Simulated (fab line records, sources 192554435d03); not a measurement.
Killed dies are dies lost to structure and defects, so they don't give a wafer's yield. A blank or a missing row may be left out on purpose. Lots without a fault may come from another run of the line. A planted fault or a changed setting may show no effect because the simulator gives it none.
Problem report in the 8D (eight disciplines) form, filled by code | flow n5_finfet | the parts of the form that need people (team, actions taken, sign-off) are left out

1. THE PROBLEM
etch_rf_on_time_s at N5_BEOL_M13_ETCH_67 reads a mean of 356 s on 3 wafers of 3 lots; wafers without a fault read 235 s with a standard deviation of 5.4. That is +22 standard deviations from the usual mean.
The step: etches SiARC in CF4, target depth 143 nm, time 238.3 s.
First seen on wafer L498.4, day 13 20:57, on rie_diel-04. The record holds 28 wafers of 10 lots with a number at this step. Rule for "out", or "out of limits": more than 4 standard deviations from the usual mean. The other wafers with a number count as sound.

2. WHAT IT IS AND WHAT IT IS NOT
question                    | is                     | is not
which readings at this step | etch_rf_on_time_s      | chamber_pressure_mTorr, drypump_motor_current_A, oes_product_au, rf_vpp_V, showerhead_plenum_p_Torr, throttle_valve_pct
which lots                  | L498, L503, L505       | L488, L489, L491, L494, L496, L497, L508
which wafers of those lots  | L498.4, L503.4, L505.1 | L498.3, L498.5, L503.5, L505.5
read on which tools         | rie_diel-04            | rie_diel-02, rie_diel-05
when                        | from day 13 20:57      | up to then (20 sound wafers); but 5 sound wafers of L503, L505, L508 came after

3. SUSPECTS, AND WHAT RULES EACH OUT
Counting: a tool at a process step up to the reading stays a suspect if it ran every lot that is out. Sound lots after the first of them don't rule it out here, since some wafers of a struck lot are sound.
- rie_diel-04 at N5_BEOL_M13_DESCUM_15 (chemistry O2, time 7.9 s): kept. It ran every lot that is out, first L498 (day 13 19:58); its last sound lot up to then is L497 (day 13 13:28).
- rie_diel-04 at N5_BEOL_M13_DESCUM_33 (chemistry O2, time 7.9 s): kept. It ran every lot that is out, first L498 (day 13 20:55); its last sound lot up to then is L497 (day 13 14:27).
- rie_diel-04 at N5_BEOL_M13_ETCH_67 (etches SiARC in CF4, target depth 143 nm, time 238.3 s): kept. It ran every lot that is out, first L498 (day 13 20:57); its last sound lot up to then is L497 (day 13 14:29). Its own readings are out on those wafers: etch_rf_on_time_s.
- Within rie_diel-04 at N5_BEOL_M13_DESCUM_15: the wafers that are out ran in chambers 1, 2; their sound lot-mates ran in chambers 0, 3.
Left after counting: rie_diel-04 at N5_BEOL_M13_DESCUM_15, rie_diel-04 at N5_BEOL_M13_DESCUM_33, rie_diel-04 at N5_BEOL_M13_ETCH_67.

4. THE CAUSE (what the simulator had put in)
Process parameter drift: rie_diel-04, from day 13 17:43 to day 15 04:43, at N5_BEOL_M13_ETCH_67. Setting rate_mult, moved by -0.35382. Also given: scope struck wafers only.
Counting left 3 suspects, and this tool is among them.

5. THE CHAIN OF EFFECTS, in route order
Each row: a reading whose mean over the struck wafers that have a number lies more than 3 standard deviations from the usual. Only readings for which the record gives a usual standard deviation are gone through. hours: the time from each lot's start at the first step in this table that gives one to its start at this step, as a median over the lots. sigmas: the change in usual standard deviations.
hours | step                | reading           | usual | on struck wafers | change | sigmas
0     | N5_BEOL_M13_ETCH_67 | etch_rf_on_time_s | 235 s | 356              | +121   | +22
The process steps in it:
- N5_BEOL_M13_ETCH_67: etches SiARC in CF4, target depth 143 nm, time 238.3 s.

6. WHAT WOULD HAVE CAUGHT IT SOONER
In this record the first reading out of limits was taken at day 13 20:57, 3 hours after the fault began at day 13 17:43.
